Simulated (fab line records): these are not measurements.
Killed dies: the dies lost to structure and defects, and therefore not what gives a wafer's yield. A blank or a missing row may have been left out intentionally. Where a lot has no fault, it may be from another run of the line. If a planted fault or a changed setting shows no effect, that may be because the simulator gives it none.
fab line records ; flow n5_finfet
record: lots: 7; wafers: 21; last_day: 16
route steps=1938 shown DUMMY_REMOVAL@383 HKMG_FIN@385 BEOL_M4@1111 PASSIVATION@1936
lots untouched by any fault: they come from a run of this same line in which no faults occurred
start_h: start of the lot's first displayed wafer, in hours after the record's first day ; wait_h: hours elapsed since this lot's preceding step ; " same as the row above ; L1.1+2: a single row standing in for several wafers ; - no value, or no start given ; * or withheld: withheld ; < > ~ a bound
route shown NAME@n: names a module that has steps shown in the file, with the first one's number in the route ; usual: average and standard deviation across the fault-free wafers ; same: alike in all rows ; chamber/n: place in a boat ; sites: per-site readings ; _std_site: how widely they spread, as a standard deviation ; _edge_site: mean of outer sites minus mean of inner sites ; radius_mm: how far each site lies from the wafer's centre ; mask NAME#n: copy n ; behind: tool/chamber where the wafer was last shaped ; hold: why the lot went on hold/how many hours it stayed there/how the hold came to an end ; device: names the non-switching transistor (n, p or np) ; end of line: the same wafers' tests at the end of the route ; a step given without rows: its recipe and nothing more ; killed: at the first sort, the dies lost to defects and structure; wafer yield is something else ; map: the dies of a wafer, with x for killed, . for not killed, _ for no die there
set.NAME: the setting the step ran with; set.NAME@STEP: the setting that earlier step ran with ; model.NAME: the simulator's own value behind a step, which no gauge read
a table for each step, a row for each wafer; lots at some steps of the route
services: the hour from which a tool's chamber was out of use, counted from the record's first day as start_h (under 0 if before that day), plus the number of hours and why
== steps ==
step: N5_DUMMY_REMOVAL_PRECLEAN_04
recipe: chemistry: DHF; time_s: 37; temp_c: 25; dilution: 500:1
step: N5_DUMMY_REMOVAL_SRD_05
recipe: dry: ipa_marangoni; do_ppb: 5; time_s: 30; temp_c: 23; rinse_liquid: diw
step: N5_HKMG_FIN_IL_REGROW_00
recipe: material: SiO2; target_thk_a: 7.5; chemistry: O3; temp_c: withheld; time_s: 30
step: N5_HKMG_FIN_HK_ALD_01
recipe: material: HfO2; target_thk_a: 16; temp_c: withheld; ald_precursor_family: HfCl4; ald_co_reactant: H2O; pulse_time_s: 3; purge_time_s: 3; co_reactant_purge_time_s: 2.5; co_reactant_pulse_time_s: 0.3; ald_cycles: 30
usual: precursor_pulse_height_rel: 1.002/0.022
same: co_reactant_purge_time_s: 2.5
lot.wafer;tool;chamber;start_h;wait_h;precursor_pulse_height_rel
L480.1;ald_hk-01;2;74.95;0.0;1.013
L480.2;ald_hk-01;1;74.95;0.0;1.028
L480.6;ald_hk-01;2;74.95;0.0;1.039
L485.1;ald_hk-03;0;111.87;0.0;1.024
L485.4;ald_hk-03;3;111.87;0.0;0.990
L485.6;ald_hk-03;2;111.87;0.0;1.010
L490.1;ald_hk-01;0;146.58;0.0;1.009
L490.2;ald_hk-01;1;146.58;0.0;0.998
L490.5;ald_hk-01;2;146.58;0.0;1.007
L491.1;ald_hk-02;2;150.74;0.0;1.026
L491.3;ald_hk-02;0;150.74;0.0;0.986
L491.6;ald_hk-02;3;150.74;0.0;0.987
L492.1;ald_hk-02;3;156.06;0.0;1.017
L492.4;ald_hk-02;0;156.06;0.0;1.015
L492.5;ald_hk-02;2;156.06;0.0;1.012
L496.4;ald_hk-03;3;175.20;0.0;0.991
L496.5;ald_hk-03;2;175.20;0.0;1.014
L496.6;ald_hk-03;1;175.20;0.0;0.967
L497.1;ald_hk-03;1;176.95;0.0;0.955
L497.4;ald_hk-03;0;176.95;0.0;0.998
L497.5;ald_hk-03;2;176.95;0.0;1.017
step: N5_HKMG_FIN_HK_ANNEAL_02
recipe: temp_c: 700; time_s: 30; ambient: N2; idle_temp_c: 600; ramp_up_c_per_s: 150; ramp_down_c_per_s: 60; cool_to_c: 600
usual: lamp_power_pct: 8.81/0.059; lamp_zone_4_pct: 8.795/0.011; wafer_temp_C_max: 702.9/0.69
lot.wafer;tool;chamber;start_h;wait_h;lamp_power_pct;lamp_zone_4_pct;wafer_temp_C_max
L480.1;rtp_anneal-01;0;75.14;0.1;8.87;8.807;703.9
L480.2;rtp_anneal-01;0;75.14;0.1;8.93;8.804;702.1
L480.6;rtp_anneal-01;0;75.14;0.1;8.83;8.783;702.5
L485.1;rtp_anneal-02;0;112.17;0.2;8.78;8.793;703.5
L485.4;rtp_anneal-02;0;112.17;0.2;8.87;8.786;701.6
L485.6;rtp_anneal-02;0;112.17;0.2;8.71;8.799;702.8
L490.1;rtp_anneal-02;0;146.83;0.2;8.78;8.770;701.8
L490.2;rtp_anneal-02;0;146.83;0.2;8.87;8.781;704.6
L490.5;rtp_anneal-02;0;146.83;0.2;8.77;8.779;704.4
L491.1;rtp_anneal-01;0;150.92;0.1;8.83;8.802;704.5
L491.3;rtp_anneal-01;0;150.92;0.1;8.80;8.811;702.5
L491.6;rtp_anneal-01;0;150.92;0.1;8.72;8.782;702.0
L492.1;rtp_anneal-01;0;156.25;0.1;8.74;8.791;702.4
L492.4;rtp_anneal-01;0;156.25;0.1;8.81;8.812;702.5
L492.5;rtp_anneal-01;0;156.25;0.1;8.84;8.793;701.9
L496.4;rtp_anneal-02;0;175.66;0.4;8.86;8.811;702.3
L496.5;rtp_anneal-02;0;175.66;0.4;8.80;8.787;703.1
L496.6;rtp_anneal-02;0;175.66;0.4;8.72;8.787;702.8
L497.1;rtp_anneal-01;0;177.14;0.1;8.75;8.818;702.9
L497.4;rtp_anneal-01;0;177.14;0.1;8.77;8.792;702.3
L497.5;rtp_anneal-01;0;177.14;0.1;8.78;8.791;704.2
step: N5_HKMG_FIN_ALD_74
recipe: material: La2O3; target_thk_a: 5; temp_c: 250; ald_precursor_family: La-Cp; ald_co_reactant: O3; pulse_time_s: 6; co_reactant_pulse_time_s: 1; purge_time_s: 3; co_reactant_purge_time_s: 3
usual: heater_power_w: 358/47; precursor_pulse_height_rel: 0.999/0.019; susceptor_temp_C: 249.99/0.17
same: co_reactant_purge_time_s: 3
lot.wafer;tool;chamber;start_h;wait_h;heater_power_w;precursor_pulse_height_rel;susceptor_temp_C
L480.1;ald_hk-03;1;75.35;0.2;378;1.019;250.13
L480.2;ald_hk-03;2;75.35;0.2;397;0.999;250.16
L480.6;ald_hk-03;2;75.35;0.2;395;1.011;250.06
L485.1;ald_hk-02;3;112.40;0.2;276;1.014;249.40
L485.4;ald_hk-02;1;112.40;0.2;358;0.985;250.02
L485.6;ald_hk-02;3;112.40;0.2;291;0.993;249.85
L490.1;ald_hk-03;3;147.05;0.2;319;1.009;250.20
L490.2;ald_hk-03;2;147.05;0.2;384;1.013;250.16
L490.5;ald_hk-03;2;147.05;0.2;398;1.016;250.28
L491.1;ald_hk-01;0;151.14;0.2;310;1.012;249.97
L491.3;ald_hk-01;3;151.14;0.2;338;1.025;249.98
L491.6;ald_hk-01;3;151.14;0.2;333;1.004;250.13
L492.1;ald_hk-03;3;156.46;0.2;325;1.009;249.99
L492.4;ald_hk-03;2;156.46;0.2;387;1.058;250.08
L492.5;ald_hk-03;1;156.46;0.2;369;0.971;250.26
L496.4;ald_hk-01;2;175.78;0.1;478;1.037;250.03
L496.5;ald_hk-01;0;175.78;0.1;304;1.020;250.03
L496.6;ald_hk-01;1;175.78;0.1;397;1.004;249.89
L497.1;ald_hk-02;0;177.35;0.2;343;1.023;249.89
L497.4;ald_hk-02;1;177.35;0.2;361;1.024;250.12
L497.5;ald_hk-02;0;177.35;0.2;340;0.961;249.94
step: N5_HKMG_FIN_ALD_75
recipe: material: Al2O3; target_thk_a: 10; temp_c: 150; ald_precursor_family: TMA; ald_co_reactant: H2O; pulse_time_s: withheld; co_reactant_pulse_time_s: 1
usual: heater_power_w: 155/21; precursor_pulse_height_rel: 1.000/0.021; susceptor_temp_C: 149.99/0.14
lot.wafer;tool;chamber;start_h;wait_h;heater_power_w;precursor_pulse_height_rel;susceptor_temp_C
L480.1;ald_hk-03;1;75.43;0.0;162;0.972;149.90
L480.2;ald_hk-03;2;75.43;0.0;170;1.035;149.81
L480.6;ald_hk-03;2;75.43;0.0;166;1.001;150.17
L485.1;ald_hk-02;3;112.48;0.0;123;1.005;150.04
L485.4;ald_hk-02;1;112.48;0.0;154;0.986;150.19
L485.6;ald_hk-02;3;112.48;0.0;121;1.006;149.83
L490.1;ald_hk-03;3;147.13;0.0;140;1.017;150.07
L490.2;ald_hk-03;2;147.13;0.0;167;0.999;150.05
L490.5;ald_hk-03;2;147.13;0.0;170;0.983;150.08
L491.1;ald_hk-01;0;151.21;0.0;129;1.008;150.00
L491.3;ald_hk-01;3;151.21;0.0;146;0.971;149.79
L491.6;ald_hk-01;3;151.21;0.0;144;0.974;149.98
L492.1;ald_hk-03;3;156.54;0.0;140;1.032;149.98
L492.4;ald_hk-03;2;156.54;0.0;170;1.012;150.05
L492.5;ald_hk-03;1;156.54;0.0;158;0.966;150.11
L496.4;ald_hk-01;2;175.86;0.0;210;1.038;150.27
L496.5;ald_hk-01;0;175.86;0.0;132;1.011;149.72
L496.6;ald_hk-01;1;175.86;0.0;171;0.991;150.04
L497.1;ald_hk-02;0;177.43;0.0;152;0.979;149.97
L497.4;ald_hk-02;1;177.43;0.0;157;0.989;149.74
L497.5;ald_hk-02;0;177.43;0.0;145;0.995;150.11
step: N5_HKMG_FIN_COAT_41
recipe: resist: SOC; temp_c: 250; time_s: 60; spin_rpm: 1500; resist_thk_nm: 300
step: N5_HKMG_FIN_COAT_42
recipe: resist: SiARC; temp_c: 220; time_s: 60; spin_rpm: 1500; resist_thk_nm: 35
step: N5_HKMG_FIN_COAT_43
recipe: resist: CAR-ArF; spin_rpm: 1500; resist_thk_nm: 90
step: N5_HKMG_FIN_EBR_45
recipe: solvent: PGMEA; ebr_width_mm: 1.5
step: N5_HKMG_FIN_SOFTBAKE_44
recipe: temp_c: 110; time_s: 60; resist: CAR-ArF
step: N5_HKMG_FIN_EXPOSE_46
recipe: mask_id: NDIPOLE; na: 1.35; source_shape: conventional; sigma_outer: 0.8; polarization: unpolarized; dose_mj: 40
lot.wafer;tool;chamber;start_h;wait_h;mask;model.HKMG_FIN.overlay_x_nm
L480.1+2+6;arfi_scanner-02;0;75.77;-;NDIPOLE#0;0.2
L485.1+4+6;arfi_scanner-02;0;112.82;-;NDIPOLE#0;0.4
L490.1+2+5;arfi_scanner-02;0;147.34;-;NDIPOLE#0;14.8
L491.1+3+6;arfi_scanner-02;0;151.43;-;NDIPOLE#0;14.6
L492.1+4+5;arfi_scanner-02;0;156.76;-;NDIPOLE#0;15
L496.4+5+6;arfi_scanner-01;0;176.09;-;NDIPOLE#0;0.4
L497.1+4+5;arfi_scanner-03;0;177.77;-;NDIPOLE#0;0
step: N5_HKMG_FIN_PEB_47
recipe: peb_temp_c: withheld; peb_time_s: 60; resist: CAR-ArF
step: N5_HKMG_FIN_DEVELOP_48
recipe: develop_time_s: 30; developer: TMAH; resist: CAR-ArF; rinse_liquid: diw; dry: air_spin; dev_temp_c: 23
step: N5_HKMG_FIN_CD_MEAS_49
recipe: target_cd_nm: 202; landing_energy_ev: 500; detector: se_inlens; polarity: opening
usual: cd_nm: 202.0/0.65
lot.wafer;tool;chamber;start_h;wait_h;cd_nm
L480.1;cd_sem-01;0;75.90;-;201.5
L480.2;cd_sem-01;0;75.90;-;201.3
L480.6;cd_sem-01;0;75.90;-;202.1
L485.1;cd_sem-02;0;112.94;-;200.9
L485.4;cd_sem-02;0;112.94;-;201.2
L485.6;cd_sem-02;0;112.94;-;201.3
L490.1;cd_sem-02;0;147.47;-;202.4
L490.2;cd_sem-02;0;147.47;-;202.1
L490.5;cd_sem-02;0;147.47;-;202.4
L491.1;cd_sem-03;0;151.55;-;201.6
L491.3;cd_sem-03;0;151.55;-;201.2
L491.6;cd_sem-03;0;151.55;-;201.8
L492.1;cd_sem-02;0;156.88;-;202.6
L492.4;cd_sem-02;0;156.88;-;202.4
L492.5;cd_sem-02;0;156.88;-;201.6
L496.4;cd_sem-03;0;176.20;-;202.3
L496.5;cd_sem-03;0;176.20;-;202.8
L496.6;cd_sem-03;0;176.20;-;202.9
L497.1;cd_sem-01;0;177.90;-;203.9
L497.4;cd_sem-01;0;177.90;-;203.8
L497.5;cd_sem-01;0;177.90;-;203.7
step: N5_HKMG_FIN_OVL_MEAS_50
recipe: points_per_wafer: 44
usual: NDIPOLE_OVL: -0.3/0.76
lot.wafer;tool;chamber;start_h;wait_h;NDIPOLE_OVL[nm]
L480.1;overlay-01;0;75.93;0.0;-0.1
L480.2;overlay-01;0;75.93;0.0;-0.4
L480.6;overlay-01;0;75.93;0.0;0.5
L485.1;overlay-01;0;112.97;0.0;0.0
L485.4;overlay-01;0;112.97;0.0;0.0
L485.6;overlay-01;0;112.97;0.0;1.0
L490.1;overlay-01;0;147.50;0.0;13.9
L490.2;overlay-01;0;147.50;0.0;15.4
L490.5;overlay-01;0;147.50;0.0;14.3
L491.1;overlay-02;0;151.58;0.0;13.8
L491.3;overlay-02;0;151.58;0.0;14.7
L491.6;overlay-02;0;151.58;0.0;14.7
L492.1;overlay-02;0;156.91;0.0;14.7
L492.4;overlay-02;0;156.91;0.0;13.9
L492.5;overlay-02;0;156.91;0.0;15.3
L496.4;overlay-02;0;176.23;0.0;0.6
L496.5;overlay-02;0;176.23;0.0;-0.1
L496.6;overlay-02;0;176.23;0.0;0.5
L497.1;overlay-01;0;177.93;0.0;-1.1
L497.4;overlay-01;0;177.93;0.0;0.0
L497.5;overlay-01;0;177.93;0.0;-0.6
step: N5_HKMG_FIN_INSPECT_61
recipe: mode: adi; inspect_instrument: macro
usual: raw_defect_count: 2.4/1.5
lot.wafer;tool;chamber;start_h;wait_h;raw_defect_count
L480.1;defect_inspect-02;-;75.95;0.0;4
L480.2;defect_inspect-02;-;75.95;0.0;1
L480.6;defect_inspect-02;-;75.95;0.0;2
L485.1;defect_inspect-02;-;113.00;0.0;1
L485.4;defect_inspect-02;-;113.00;0.0;0
L485.6;defect_inspect-02;-;113.00;0.0;2
L490.1;defect_inspect-01;-;147.52;0.0;2
L490.2;defect_inspect-01;-;147.52;0.0;3
L490.5;defect_inspect-01;-;147.52;0.0;3
L491.1;defect_inspect-02;-;151.61;0.0;2
L491.3;defect_inspect-02;-;151.61;0.0;1
L491.6;defect_inspect-02;-;151.61;0.0;1
L492.1;defect_inspect-02;-;156.94;0.0;2
L492.4;defect_inspect-02;-;156.94;0.0;5
L492.5;defect_inspect-02;-;156.94;0.0;5
L496.4;defect_inspect-02;-;176.26;0.0;3
L496.5;defect_inspect-02;-;176.26;0.0;2
L496.6;defect_inspect-02;-;176.26;0.0;2
L497.1;defect_inspect-01;-;177.95;0.0;1
L497.4;defect_inspect-01;-;177.95;0.0;2
L497.5;defect_inspect-01;-;177.95;0.0;1
step: N5_BEOL_M4_RC_MEAS_101
usual: DIBL_N: 36.3/1.4; DIBL_P: 35.7/1.5; IOFF_N: 0.155/0.022; IOFF_P: 0.204/0.027; ION_N: 671/9; ION_P: 459/6.2; SS_N: 71.5/0.54; SS_P: 73.1/0.56; VT_N: 250.2/2.6; VT_P: -251/3.3
lot.wafer;tool;chamber;start_h;wait_h;DIBL_N[mV/V];DIBL_P[mV/V];IOFF_N[nA/um];IOFF_P[nA/um];ION_N[uA/um];ION_P[uA/um];SS_N[mV/dec];SS_P[mV/dec];VT_N[mV];VT_P[mV]
L480.1;prober-02;0;183.52;0.0;37.0;36.4;0.153;0.230;671;462;71.2;72.9;250.3;-247
L480.2;prober-02;0;183.52;0.0;36.1;35.1;0.138;0.201;671;465;70.6;72.8;251.6;-249
L480.6;prober-02;0;183.52;0.0;38.9;39.0;0.192;0.270;683;470;71.5;73.6;246.1;-244
L485.1;prober-01;0;209.81;0.0;38.9;37.3;0.190;0.235;672;457;73.2;73.7;249.6;-247
L485.4;prober-01;0;209.81;0.0;38.5;37.5;0.190;0.238;684;461;72.6;73.1;247.2;-247
L485.6;prober-01;0;209.81;0.0;38.0;36.5;0.163;0.220;660;453;72.0;73.7;249.8;-251
L490.1;prober-01;0;240.02;0.0;36.2;35.9;0.154;0.186;687;469;72.3;73.5;252.0;-255
L490.2;prober-01;0;240.02;0.0;37.0;37.1;0.170;0.207;688;461;71.7;73.7;252.4;-252
L490.5;prober-01;0;240.02;0.0;36.7;36.6;0.157;0.198;679;463;72.0;72.9;248.4;-253
L492.1;prober-01;0;247.62;0.0;34.2;32.3;0.129;0.159;672;462;71.0;73.0;253.5;-258
L492.4;prober-01;0;247.62;0.0;34.3;32.2;0.132;0.155;667;455;70.7;73.5;253.5;-256
L492.5;prober-01;0;247.62;0.0;36.0;34.0;0.154;0.178;678;452;72.5;73.5;252.0;-256
L491.1;prober-01;0;256.78;0.0;35.5;36.7;0.145;0.187;664;450;71.7;72.7;250.9;-253
L491.3;prober-01;0;256.78;0.0;35.4;36.0;0.151;0.178;672;458;71.2;72.8;249.7;-254
L491.6;prober-01;0;256.78;0.0;34.0;35.1;0.126;0.166;662;452;71.0;72.9;252.4;-254
L497.1;prober-01;0;274.32;0.0;35.4;35.2;0.139;0.192;674;453;71.2;73.7;252.0;-251
L497.4;prober-01;0;274.32;0.0;38.4;37.3;0.197;0.237;677;459;72.3;73.3;249.3;-250
L497.5;prober-01;0;274.32;0.0;34.9;34.4;0.131;0.195;666;458;71.2;72.7;251.6;-250
L496.4;prober-01;0;280.43;0.5;38.0;37.0;0.169;0.237;677;462;71.2;73.1;248.3;-249
L496.5;prober-01;0;280.43;0.5;39.3;38.5;0.190;0.263;682;466;71.4;74.4;247.2;-248
L496.6;prober-01;0;280.43;0.5;38.9;38.2;0.177;0.254;675;462;71.7;73.8;249.5;-246
step: N5_PASSIVATION_PROBE_49
usual: defect_limited_yield: 91.0/1.5; killed_at_M0_to_M3: 36/12; killed_at_M4_up: 14/5.5; killed_at_contacts: 11/4.8; killed_at_front_end: 42/12; killed_at_other: 3.7/2.7; killed_dies: 106/18; killed_open: 70/13; killed_short: 35/8.2; sort_bin_5_function: 5.3/1; sort_bin_6_memory: 3.3/0.69; sort_n_pass: 1074/18; sort_yield_pct: 91.0/1.5
same: gross_dies: 1180; killed_at_back_side: 0; sort_bin_4_leakage[%]: 0; sort_bin_8_speed[%]: 0
lot.wafer;tool;chamber;start_h;wait_h;defect_limited_yield[%];killed_at_M0_to_M3;killed_at_M4_up;killed_at_contacts;killed_at_front_end;killed_at_other;killed_dies;killed_open;killed_short;sort_bin_5_function[%];sort_bin_6_memory[%];sort_n_pass;sort_yield_pct[%]
L480.1;prober-01;-;297.03;0.0;90.9;44;9;9;40;5;107;67;40;5.4;3.2;1073;90.9
L480.2;prober-01;-;297.08;0.1;88.3;54;11;13;58;2;138;89;47;7.5;3.7;1042;88.3
L480.6;prober-01;-;297.28;0.3;90.2;48;14;9;40;5;116;74;39;5.5;3.6;1064;90.2
L485.1;prober-01;-;315.83;0.0;92.6;21;16;11;34;5;87;59;27;4.2;3.0;1093;92.6
L485.4;prober-01;-;315.98;0.2;91.9;37;13;13;29;4;96;59;36;4.5;3.6;1084;91.9
L485.6;prober-01;-;316.08;0.3;92.2;26;10;5;36;15;92;56;34;5.2;2.2;1088;92.2
killed by level:class
L480.1 FIN_SAQP:geometric_particle:short=12 FIN_SAQP:geometric_particle:open=12 MOL_CONTACT_COAG:geometric_particle:open=8 BEOL_M0_SAQP:geometric_particle:short=8 BEOL_M1:geometric_particle:open=8 BEOL_M3:geometric_particle:open=8 BEOL_M2:geometric_particle:open=7 BEOL_M0_SAQP:geometric_particle:open=6
L480.2 BEOL_M2:geometric_particle:open=21 FIN_SAQP:geometric_particle:short=10 STI_FIN_REVEAL:geometric_particle:open=10 MOL_CONTACT_COAG:geometric_particle:open=9 BEOL_M3:geometric_particle:open=9 ILD0:geometric_particle:short=6 BEOL_M0_SAQP:geometric_particle:open=6 FIN_SAQP:geometric_particle:open=5
L480.6 FIN_SAQP:geometric_particle:open=12 BEOL_M2:geometric_particle:open=11 BEOL_M1:geometric_particle:open=10 BEOL_M0_SAQP:geometric_particle:short=9 FIN_SAQP:geometric_particle:short=8 MOL_CONTACT_COAG:geometric_particle:open=8 STI_FIN_REVEAL:geometric_particle:open=7 BEOL_M4:geometric_particle:open=6
L485.1 FIN_SAQP:geometric_particle:open=12 BEOL_M4:geometric_particle:open=10 MOL_CONTACT_COAG:geometric_particle:open=9 FIN_SAQP:geometric_particle:short=7 GATE_CUT:geometric_particle:short=7 BEOL_M2:geometric_particle:open=7 DUMMY_GATE:geometric_particle:open=5 BEOL_M1:geometric_particle:open=4
L485.4 MOL_CONTACT_COAG:geometric_particle:open=11 BEOL_M3:geometric_particle:open=11 BEOL_M0_SAQP:geometric_particle:short=9 GATE_CUT:geometric_particle:short=7 BEOL_M4:geometric_particle:open=7 FIN_SAQP:geometric_particle:short=6 FIN_SAQP:geometric_particle:open=6 BEOL_M0_SAQP:geometric_particle:open=6
L485.6 BEOL_M2:geometric_particle:open=10 FIN_SAQP:geometric_particle:open=8 GATE_CUT:geometric_particle:short=8 MIM_TOP:geometric_particle:open=5 GATE_CUT:geometric_particle:open=4 MOL_CONTACT_COAG:geometric_particle:open=4 BEOL_M0_SAQP:geometric_particle:short=4 BEOL_M4:geometric_particle:open=4
== services ==
tool;chamber;start_h;hours;kind
arfi_scanner-03;-;51.40;1.0;pm
arfi_scanner-03;-;52.85;0.2;repair
arfi_scanner-02;-;60.49;1.3;pm
arfi_scanner-02;-;63.04;0.7;repair
arfi_scanner-02;-;67.88;1.0;pm
arfi_scanner-03;-;71.74;4.8;pm
ald_hk-02;-;79.34;0.5;repair
arfi_scanner-01;-;90.19;1.8;repair
arfi_scanner-02;0;99.46;-;calibration
arfi_scanner-03;-;111.07;0.8;repair
arfi_scanner-02;-;122.30;0.2;repair
arfi_scanner-01;-;124.06;1.3;pm
arfi_scanner-01;0;132.47;-;calibration
arfi_scanner-01;-;149.36;0.2;repair
arfi_scanner-03;-;151.85;1.3;pm
arfi_scanner-01;-;152.53;0.8;pm
arfi_scanner-03;-;164.02;1.5;repair
arfi_scanner-01;-;167.14;1.0;pm
arfi_scanner-03;0;170.70;-;calibration
== key ==
first_sign: step: N5_HKMG_FIN_OVL_MEAS_50; reading: NDIPOLE_OVL; direction: up; sigmas: 20; usual: -0.3; struck: 14.5
effect none on later readings
model_effect: step: N5_HKMG_FIN_EXPOSE_46; value: HKMG_FIN.overlay_x_nm; without: -0.2667; struck: 14.8
met_at N5_HKMG_FIN_EXPOSE_46
struck_wafers L490.1,L490.2,L490.5,L491.1,L491.3,L491.6,L492.1,L492.4,L492.5
rows_end L490.1,L490.2,L490.5,L492.1,L492.4,L492.5
onset_between 112.82 147.34
fault: kind: scanner_matching_overlay; tool: arfi_scanner-02; chamber: -; onset_h: 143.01; steps: N5_HKMG_FIN_EXPOSE_46; offset: 15.104
rows_end: these wafers met a further fault down the route, and their rows from its step on are left out
